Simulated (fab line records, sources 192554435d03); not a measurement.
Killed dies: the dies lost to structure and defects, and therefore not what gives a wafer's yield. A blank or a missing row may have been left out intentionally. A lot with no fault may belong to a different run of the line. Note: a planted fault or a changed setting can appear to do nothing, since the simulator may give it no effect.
A lot that was struck, set against a sound lot -- flow n5-finfet -- 18 out of 1938 route steps
Sound: these wafers, L602.1, L602.3, L602.4. Struck: wafers L617.1, L617.4, L617.6. The cause is given at the end.
Order at every step that has rows: each side's tool, ch and its chambers, its first start. Under that, the readings that differ: sound wafers -- struck wafers -- difference of the means -- sigmas: that difference in standard deviations of wafers without a fault.
alike: words and numbers the same on both sides, and readings whose means are apart by under 2 such deviations; not compared: readings that were withheld, readings missing a value for some wafer, numbers with overlapping values and no deviation given by the record, and bounds like >300 which may hide the same value.
The two part at a step that has a row with sigmas, a row that says differs or no value, or rows on one side only. Non-overlapping numbers with no deviation appear without sigmas and do not part them. Lack of a reading on every wafer of one side parts them only where that side has two or more wafers.

first, 1 step without rows for these wafers: N5_MOL_CONTACT_COAG_STRIP_98 (strips in N2/H2).
N5_MOL_CONTACT_COAG_CD_MEAS_99: the cd target is 17.2 nm.
  sound: cd-sem-01 at day 5 01:36; struck: cd-sem-01 at day 8 18:03
  alike: cd-nm
then, 2 steps without rows for these wafers: N5_MOL_CONTACT_COAG_IMPLANT_129; N5_MOL_CONTACT_COAG_PRECLEAN_111 (cleans in NF3:NH3, afs cycles 1, time 20 s, sublimation time 60 s).
N5_MOL_CONTACT_COAG_TI_SIL_19: material Ti, target thk 4.2 nm, time 15 s.
  sound: pvd-sputter-02 at day 5 02:05; struck: pvd-sputter-01 at day 8 21:07
  alike: throttle-valve-pct
then, 3 steps without rows for these wafers: N5_MOL_CONTACT_COAG_ALD_20 (deposits TiN, target thk 1.5 nm, pulse time 1 s, purge time 3 s); N5_MOL_CONTACT_COAG_SIL_ANNEAL_21 (time 60 s); N5_MOL_CONTACT_COAG_PRE_CLEAN_141 (time 60 s).
N5_MOL_CONTACT_COAG_SPUTTER_143: material Co, target thk 2.5 nm.
  sound: pvd-sputter-01 at day 5 04:38; struck: pvd-sputter-01 at day 8 22:15
  alike: chamber-pressure-pa, substrate-temp-c, throttle-valve-pct
N5_MOL_CONTACT_COAG_CO_FILL_22: material Co, precursor CCTBA/H2, target thk 20 nm.
  sound on cvd-co-02 ch 0,2, day 5 04:46; struck on cvd-co-01 ch 0,1,2, day 8 22:22
  alike: heater-power-w
  not compared: since-wet-clean-h
N5_MOL_CONTACT_COAG_ANNEAL_113: time 300 s.
  sound on rtp-anneal-01 ch 0, day 5 05:22; struck on rtp-anneal-02 ch 0, day 8 23:08
  alike: lamp-power-pct, wafer_temp_C_max
N5_MOL_CONTACT_COAG_PRE_CLEAN_142: time 60 s.
  sound: pvd-sputter-03 at day 5 07:25; struck: pvd-sputter-02 at day 9 02:37
  alike: heater-power-w
N5_MOL_CONTACT_COAG_SPUTTER_130: material Co, target thk 47.5 nm.
  sound: pvd-sputter-03 at day 5 07:28; struck: pvd-sputter-02 at day 9 02:40
  no value came back on the struck wafers for cathode-dc-power-W (W), chamber-pressure-pa (Pa), throttle-valve-pct (%); on the sound wafers cathode-dc-power-W (W) reads 3000.2 3000.3 3000.9
then, 2 steps without rows for these wafers: N5_MOL_CONTACT_COAG_PRECLEAN_125 (cleans in DIW, time 57.5 s); N5_MOL_CONTACT_COAG_SRD_126 (dry time 32 s).
N5_MOL_CONTACT_COAG_CMP_23: polishes, stops on SiO2, t overpolish 1.5 s, target thk 0 nm.
  sound on cmp-03 ch 0,2,3, day 5 07:39; struck on cmp-03 ch 0,1, day 9 02:53
reading,sound,struck,difference,sigmas
time-to-endpoint-s (s),9.9 7.0 10.7,3.7 3.6 1.5,-6.3,-3
model.Co_of_MOL_CONTACT_COAG_CO_FILL_22.thk-nm (nm),20.4 20 20.2,0 0 0,-20,
  alike: motor-current-A, platen-rpm, slurry-flow-ml-min
-- here the record skips 3 days between the struck wafers' starts before and after, leaving off in module MOL_CONTACT_COAG and picking up in module BEOL_M4 (first step shown: number 1111 of the route) --
N5_BEOL_M4_RC_MEAS_101:
  sound on prober-01 ch 0, day 8 07:22; struck on prober-01 ch 0, day 12 10:38
  alike: DIBL_N, DIBL_P, IOFF_N, IOFF_P, ION_N, ION_P, SS_N, SS_P, VT_N, VT_P
-- record jumps: 4 days separate the struck wafers' starts on either side; left off in module BEOL_M4, taken up again in module PASSIVATION, whose first shown step is the route's number 1936 --
N5_PASSIVATION_PROBE_49:
  sound: prober-01 at day 12 22:25; struck: prober-01 at day 16 19:32
reading,sound,struck,difference,sigmas
killed-at-other,11 5 9,2 1 1,-7,-2
  alike: defect-limited-yield, killed_at_M0_to_M3, killed_at_M4_up, killed-at-contacts, killed-at-front-end, killed-dies, killed-open, killed-short, sort_bin_5_function, sort_bin_6_memory, sort_bin_8_speed, sort-n-pass, sort-yield-pct

WHERE THEY PART
At N5_MOL_CONTACT_COAG_SPUTTER_130 first; at N5_PASSIVATION_PROBE_49 last (within this record only).

WHY: the cause the simulator had injected
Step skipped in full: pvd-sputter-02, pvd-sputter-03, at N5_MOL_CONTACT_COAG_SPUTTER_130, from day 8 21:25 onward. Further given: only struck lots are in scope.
